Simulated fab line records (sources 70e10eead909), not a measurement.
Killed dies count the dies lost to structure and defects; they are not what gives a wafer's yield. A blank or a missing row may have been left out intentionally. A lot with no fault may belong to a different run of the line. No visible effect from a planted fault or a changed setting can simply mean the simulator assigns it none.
Matching of chambers    flow nand harc    ald hk-02 running NHARC_A_WL_FILL_ALD_00: 4 sister chambers
The step deposits Al2O3, target thk 3 nm, pulse time 3 s, ald cycles 30. 8 wafers are shown with their chamber, then 7 later ones without.

WAFERS WITH THEIR CHAMBER
wafer   chamber  heater power w (W)  precursor pulse height rel
L080.6  2        403                 1.062
L088.2  1        508                 0.941
L088.4  2        400                 0.984
L091.3  3        544                 0.967
L091.4  0        513                 0.970
L091.6  1        507                 1.036
L092.1  0        519                 1.003
L092.4  3        528                 1.001

WAFERS WITHOUT THEIR CHAMBER
wafer   heater power w (W)  precursor pulse height rel
L092.5  525                 1.000
L093.4  408                 0.977
L093.5  517                 1.000
L093.6  515                 0.988
L095.1  394                 1.018
L095.4  516                 1.046
L095.6  544                 1.012

WHICH CHAMBER EACH ONE RAN IN
wafer   from the rows above           in truth
L092.5  can't be placed: 0 or 3 or 1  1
L093.4  2                             2
L093.5  can't be placed: 0 or 1       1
L093.6  can't be placed: 0 or 1       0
L095.1  2                             2
L095.4  can't be placed: 0 or 1       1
L095.6  3                             3
Placed correctly: 3 of 7. Can't be placed from these rows: 4 (the true chamber is among the candidates in 4). Placed wrongly: 0.
How it was worked out, from the rows above alone: a wafer's distance from a chamber is the root of the sum, over the readings, of the square of ((its reading less the chamber's mean) divided by the reading's scatter). The wafer belongs to the nearest chamber; if the next one is less than 2 further off, it can't be placed. A chamber's mean is the mean of its shown wafers. How the scatter is found: for the shown wafers, subtract from each reading the mean of its chamber, square and add these, divide the total by (wafers less chambers), then take the root.
